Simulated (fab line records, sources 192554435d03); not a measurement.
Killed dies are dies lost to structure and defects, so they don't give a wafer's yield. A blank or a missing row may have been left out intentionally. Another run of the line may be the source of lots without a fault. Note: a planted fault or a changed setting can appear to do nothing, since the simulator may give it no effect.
Split-lot study || flow n5 finfet || 21 wafers read across 7 lots, on a route 1938 steps long

SPLIT DETAILS
At N5_DUMMY_GATE_PECVD_30 (deposits SiO2 from TEOS/O2, target thk 55 nm, time 10.8 s), the setting time s was moved away from the recipe's 10.8 s on 6 of the 21 wafers read, by -11.6% to +14.4%. All remaining wafers had this setting at the recipe value.

The reading comes from the split's own step.

THE READING
SiO2_of_DUMMY_GATE_PECVD_30.thk nm (the simulator's own value, which no gauge read), in nm, at N5_DUMMY_GATE_PECVD_30 (deposits SiO2 from TEOS/O2, target thk 55 nm, time 10.8 s). The file does not state a usual value for it. Here, 15 wafers ran the recipe; their average is 55.1 nm with a standard deviation of 0.8 nm.

{"wafer": "L075.2", "tool, chamber at the split": "pecvd-03, 2", "time s as run, s": 10.8, "against the recipe": "recipe", "SiO2_of_DUMMY_GATE_PECVD_30.thk nm, nm": 54, "against lot-mates on the recipe": "-"}
{"wafer": "L075.3", "tool, chamber at the split": "pecvd-03, 0", "time s as run, s": 10.8, "against the recipe": "recipe", "SiO2_of_DUMMY_GATE_PECVD_30.thk nm, nm": 54.6, "against lot-mates on the recipe": "-"}
{"wafer": "L075.4", "tool, chamber at the split": "pecvd-03, 0", "time s as run, s": 10.8, "against the recipe": "recipe", "SiO2_of_DUMMY_GATE_PECVD_30.thk nm, nm": 55.2, "against lot-mates on the recipe": "-"}
{"wafer": "L080.1", "tool, chamber at the split": "pecvd-03, 2", "time s as run, s": 10.8, "against the recipe": "recipe", "SiO2_of_DUMMY_GATE_PECVD_30.thk nm, nm": 54.2, "against lot-mates on the recipe": "-"}
{"wafer": "L080.2", "tool, chamber at the split": "pecvd-03, 0", "time s as run, s": 10.8, "against the recipe": "recipe", "SiO2_of_DUMMY_GATE_PECVD_30.thk nm, nm": 54.6, "against lot-mates on the recipe": "-"}
{"wafer": "L080.6", "tool, chamber at the split": "pecvd-03, 0", "time s as run, s": 9.891, "against the recipe": "-8.4%", "SiO2_of_DUMMY_GATE_PECVD_30.thk nm, nm": 51.2, "against lot-mates on the recipe": -3.2}
{"wafer": "L084.1", "tool, chamber at the split": "pecvd-03, 1,0", "time s as run, s": 10.17, "against the recipe": "-5.8%", "SiO2_of_DUMMY_GATE_PECVD_30.thk nm, nm": 53, "against lot-mates on the recipe": -3.2}
{"wafer": "L084.6", "tool, chamber at the split": "pecvd-03, 1,0", "time s as run, s": 10.17, "against the recipe": "-5.8%", "SiO2_of_DUMMY_GATE_PECVD_30.thk nm, nm": 53, "against lot-mates on the recipe": -3.2}
{"wafer": "L084.2", "tool, chamber at the split": "pecvd-03, 0", "time s as run, s": 10.8, "against the recipe": "recipe", "SiO2_of_DUMMY_GATE_PECVD_30.thk nm, nm": 56.2, "against lot-mates on the recipe": "-"}
{"wafer": "L085.1", "tool, chamber at the split": "pecvd-03, 1", "time s as run, s": 10.8, "against the recipe": "recipe", "SiO2_of_DUMMY_GATE_PECVD_30.thk nm, nm": 56.4, "against lot-mates on the recipe": "-"}
{"wafer": "L085.4", "tool, chamber at the split": "pecvd-03, 1", "time s as run, s": 10.8, "against the recipe": "recipe", "SiO2_of_DUMMY_GATE_PECVD_30.thk nm, nm": 56.4, "against lot-mates on the recipe": "-"}
{"wafer": "L085.3", "tool, chamber at the split": "pecvd-03, 0", "time s as run, s": 10.8, "against the recipe": "recipe", "SiO2_of_DUMMY_GATE_PECVD_30.thk nm, nm": 55.4, "against lot-mates on the recipe": "-"}
{"wafer": "L088.1", "tool, chamber at the split": "pecvd-02, 0,1", "time s as run, s": 10.8, "against the recipe": "recipe", "SiO2_of_DUMMY_GATE_PECVD_30.thk nm, nm": 55, "against lot-mates on the recipe": "-"}
{"wafer": "L088.2", "tool, chamber at the split": "pecvd-02, 0,1", "time s as run, s": 10.8, "against the recipe": "recipe", "SiO2_of_DUMMY_GATE_PECVD_30.thk nm, nm": 55, "against lot-mates on the recipe": "-"}
{"wafer": "L088.3", "tool, chamber at the split": "pecvd-02, 2", "time s as run, s": 10.8, "against the recipe": "recipe", "SiO2_of_DUMMY_GATE_PECVD_30.thk nm, nm": 55.2, "against lot-mates on the recipe": "-"}
{"wafer": "L091.2", "tool, chamber at the split": "pecvd-04, 2", "time s as run, s": 10.8, "against the recipe": "recipe", "SiO2_of_DUMMY_GATE_PECVD_30.thk nm, nm": 53.6, "against lot-mates on the recipe": "-"}
{"wafer": "L091.3", "tool, chamber at the split": "pecvd-04, 1", "time s as run, s": 12.35, "against the recipe": "+14.4%", "SiO2_of_DUMMY_GATE_PECVD_30.thk nm, nm": 61.6, "against lot-mates on the recipe": "+7.4"}
{"wafer": "L091.4", "tool, chamber at the split": "pecvd-04, 1", "time s as run, s": 10.8, "against the recipe": "recipe", "SiO2_of_DUMMY_GATE_PECVD_30.thk nm, nm": 54.8, "against lot-mates on the recipe": "-"}
{"wafer": "L092.2", "tool, chamber at the split": "pecvd-03, 0", "time s as run, s": 9.546, "against the recipe": "-11.6%", "SiO2_of_DUMMY_GATE_PECVD_30.thk nm, nm": 48.6, "against lot-mates on the recipe": -6.8}
{"wafer": "L092.4", "tool, chamber at the split": "pecvd-03, 0", "time s as run, s": 9.546, "against the recipe": "-11.6%", "SiO2_of_DUMMY_GATE_PECVD_30.thk nm, nm": 49.8, "against lot-mates on the recipe": -5.6}
{"wafer": "L092.6", "tool, chamber at the split": "pecvd-03, 2", "time s as run, s": 10.8, "against the recipe": "recipe", "SiO2_of_DUMMY_GATE_PECVD_30.thk nm, nm": 55.4, "against lot-mates on the recipe": "-"}
If several chambers appear in one row, that row covers several wafers at once and the file leaves open which wafer was in which chamber.

FIT RESULTS
A straight line over all 21 wafers: SiO2_of_DUMMY_GATE_PECVD_30.thk nm changes by +0.467 nm for each +1% of time s; r = +0.96; the points scatter about the line by 0.78 nm.
The same after taking each lot's own level away (the mean of its wafers on the recipe; 21 wafers): +0.512 nm for each +1%; r = +0.99; scatter 0.48 nm.
That fit puts the effect of the largest move of time s on the reading at 7.4 nm.
Measured against the standard deviation above, the lots' own levels, which go from 54.20 to 56.20 nm, span 2.5 times it.
Hence the lot-to-lot level has little effect on the slope; both slopes agree.
Check: for one of the wafers moved furthest among these (+14.4%), held out of the fit, the line's prediction against its lot-mates is +7.33 nm. Against them it came out at +7.4 nm.

FURTHER SPLITS ON THESE WAFERS
Before the reading, these wafers also passed through other splits. Each is held against what the fit with the lots' levels taken away leaves over:
{"other split on the same wafers": "N5_ZERO_LAYER_EXPOSE_08 dose mj", "wafers away from the commonest value": 10, "r with SiO2_of_DUMMY_GATE_PECVD_30.thk nm (lot level and that fit taken away)": "+0.00"}
{"other split on the same wafers": "N5_ZERO_LAYER_DEVELOP_10 develop time s", "wafers away from the commonest value": 7, "r with SiO2_of_DUMMY_GATE_PECVD_30.thk nm (lot level and that fit taken away)": "+0.28"}
{"other split on the same wafers": "N5_WELL_APT_COAT_02 spin rpm", "wafers away from the commonest value": 7, "r with SiO2_of_DUMMY_GATE_PECVD_30.thk nm (lot level and that fit taken away)": "+0.07"}
{"other split on the same wafers": "N5_FIN_SAQP_PEB_14 peb time s", "wafers away from the commonest value": 10, "r with SiO2_of_DUMMY_GATE_PECVD_30.thk nm (lot level and that fit taken away)": "+0.10"}
{"other split on the same wafers": "N5_FIN_SAQP_DEVELOP_15 develop time s", "wafers away from the commonest value": 9, "r with SiO2_of_DUMMY_GATE_PECVD_30.thk nm (lot level and that fit taken away)": -0.32}
{"other split on the same wafers": "N5_FIN_SAQP_FIN_ETCH_36 icp w", "wafers away from the commonest value": 5, "r with SiO2_of_DUMMY_GATE_PECVD_30.thk nm (lot level and that fit taken away)": "+0.20"}
{"other split on the same wafers": "N5_FIN_CUT_COAT_19 spin rpm", "wafers away from the commonest value": 6, "r with SiO2_of_DUMMY_GATE_PECVD_30.thk nm (lot level and that fit taken away)": "+0.00"}

FILE'S OWN FIT
SiO2_of_DUMMY_GATE_PECVD_30.thk nm changes by +0.502 nm for each +1% of time s, r = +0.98.
